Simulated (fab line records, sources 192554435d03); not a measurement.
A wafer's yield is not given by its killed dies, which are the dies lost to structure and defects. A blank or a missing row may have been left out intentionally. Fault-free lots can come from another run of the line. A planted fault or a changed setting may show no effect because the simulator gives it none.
A lot that was struck, set against a sound lot | flow n5-finfet | 18 steps out of a route of 1938
Sound: these wafers, L520.3, L520.4, L520.6. Struck: wafer L519.4 (left out: L519.1, L519.2 of the same lot, which were not struck); the cause appears at the end.
For every step that has rows: the tool of each side, followed by ch and its chambers, followed by its first start. Under that, the readings that differ: sound wafers | struck wafers | difference of the means | sigmas: that difference in standard deviations of wafers without a fault.
alike: readings with means less than 2 such deviations apart, plus words and numbers identical on both sides. not compared: withheld readings, readings lacking a value on some wafer, bounds such as >300 that could conceal the same value, and numbers that have no deviation in the record and whose values overlap.
Wherever a step has rows on one side only, a row that says differs or no value, or a row with sigmas, the two part there. Non-overlapping numbers with no deviation appear without sigmas and do not part them. A reading missing from all wafers of one side parts the sides only when that side holds two or more wafers.

N5_MIM_TOP_LITHO_CD_MEAS_08: target cd 2000 nm.
  sound on cd-sem-02 ch 0, day 14 17:55; struck on cd-sem-03 ch 0, day 15 08:35
  alike: cd-nm
N5_MIM_TOP_LITHO_OVL_MEAS_11:
  sound on overlay-01 ch 0, day 14 17:56; struck on overlay-01 ch 0, day 15 08:37
  alike: MIM_TOP_OVL
N5_MIM_TOP_LITHO_INSPECT_12: inspects for defects (macro).
  struck on defect-inspect-02, day 15 08:39; sound on defect-inspect-02, day 14 17:58
  alike: raw-defect-count
N5_MIM_TOP_LITHO_DESCUM_10: chemistry O2, time 7.9 s.
  sound on rie-diel-04 ch 1,2,3, day 14 17:59; struck on rie-diel-01 ch 3, day 15 08:41
  reading                        | sound                | struck | difference | sigmas
  chamber-pressure-mTorr (mTorr) | 19.997 20.009 20.012 | 20.042 | +0.036     | +2
  rf-fwd-power-W (W)             | 49.76 50.09 50.02    | 49.64  | -0.32      | -2
  throttle-valve-pct (%)         | 20.39 20.56 20.33    | 19.91  | -0.52      | -2
  alike: drypump-motor-current-A, oes-product-au, rf-vpp-V, showerhead-plenum-p-Torr
  not compared: rf-hours-counter-h
N5_MIM_TOP_ETCH_ETCH_00: etches TiN in Cl2/BCl3, target depth 38.5 nm.
  sound on rie-metal-02 ch 0,1, day 14 18:07; struck on rie-metal-01 ch 1, day 15 08:47
  reading                        | sound                | struck | difference | sigmas
  chamber-pressure-mTorr (mTorr) | 10.003 10.014 10.023 | 9.989  | -0.024     | -3
  alike: drypump-motor-current-A, oes-product-au, rf-fwd-power-W, throttle-valve-pct
  not compared: rf-hours-counter-h
N5_MIM_TOP_ETCH_STRIP_01: strips in O2.
  sound on rie-diel-02 ch 0,1,3, day 14 18:23; struck on rie-diel-03 ch 3, day 15 08:59
  reading                     | sound          | struck | difference | sigmas
  drypump-motor-current-A (A) | 6.3 6.3 5.2    | 4.8    | -1.1       | -2
  oes-product-au (a.u.)       | 0.97 0.77 0.95 | 0.70   | -0.20      | -2
  alike: chamber-pressure-mTorr, rf-vpp-V, showerhead-plenum-p-Torr, throttle-valve-pct
  not compared: rf-hours-counter-h
N5_MIM_TOP_ETCH_PECVD_03: deposits SiNx from SiH4/NH3/N2, target thk 20 nm, time 17.6 s.
  sound on pecvd-03 ch 0,1,2, day 14 18:27; struck on pecvd-03 ch 0, day 15 09:02
  reading                         | sound          | struck | difference | sigmas
  showerhead-plenum-p-Torr (Torr) | 5.08 5.06 5.19 | 5.20   | +0.09      | +2
  alike: chamber-pressure-Torr, heater-power-outer-w, heater-power-w, rf-fwd-power-W, throttle-valve-pct
then, 5 steps without rows for these wafers: N5_MIM_BOT_LITHO_HMDS_01 (time 60 s); N5_MIM_BOT_LITHO_COAT_02; N5_MIM_BOT_LITHO_EBR_04; N5_MIM_BOT_LITHO_SOFTBAKE_03 (time 90 s); N5_MIM_BOT_LITHO_EXPOSE_05 (exposes mask MIM BOT).
N5_MIM_BOT_LITHO_PEB_06:
  sound on litho-track-05 ch 0, day 14 18:49; struck on litho-track-03 ch 0, day 15 09:24
then, 2 steps without rows for these wafers: N5_MIM_BOT_LITHO_DEVELOP_07 (develop time 60 s); N5_MIM_BOT_LITHO_HARDBAKE_09 (time 120 s).
N5_MIM_BOT_LITHO_CD_MEAS_08: target cd 3000 nm.
  sound on cd-sem-01 ch 0, day 14 18:56; struck on cd-sem-02 ch 0, day 15 09:31
  reading    | sound                | struck | difference | sigmas
  cd-nm (nm) | 3003.8 3001.2 2999.7 | 2983.8 | -17.8      | -6
N5_MIM_BOT_LITHO_OVL_MEAS_11:
  sound on overlay-02 ch 0, day 14 18:58; struck on overlay-01 ch 0, day 15 09:33
  alike: MIM_BOT_OVL
N5_PASSIVATION_PROBE_49:
  struck on prober-01, day 15 19:36; sound on prober-01, day 15 03:25
  reading                  | sound          | struck | difference | sigmas
  defect-limited-yield (%) | 91.1 93.6 92.6 | 89.3   | -3.1       | -2
  killed-at-front-end      | 41 23 31       | 65     | +33        | +3
  killed-dies              | 105 76 87      | 126    | +37        | +2
  killed-short             | 26 22 27       | 42     | +17        | +2
  sort_bin_6_memory (%)    | 3.5 2.3 2.3    | 4.5    | +1.8       | +3
  sort-n-pass              | 1075 1104 1093 | 1054   | -37        | -2
  sort-yield-pct (%)       | 91.1 93.6 92.6 | 89.3   | -3.1       | -2
  alike: killed_at_M0_to_M3, killed_at_M4_up, killed-at-contacts, killed-at-other, killed-open, sort_bin_5_function, sort_bin_8_speed

WHERE THEY PART
First at N5_MIM_TOP_LITHO_DESCUM_10; last, within this record, at N5_PASSIVATION_PROBE_49.

WHY: what the simulator had put in
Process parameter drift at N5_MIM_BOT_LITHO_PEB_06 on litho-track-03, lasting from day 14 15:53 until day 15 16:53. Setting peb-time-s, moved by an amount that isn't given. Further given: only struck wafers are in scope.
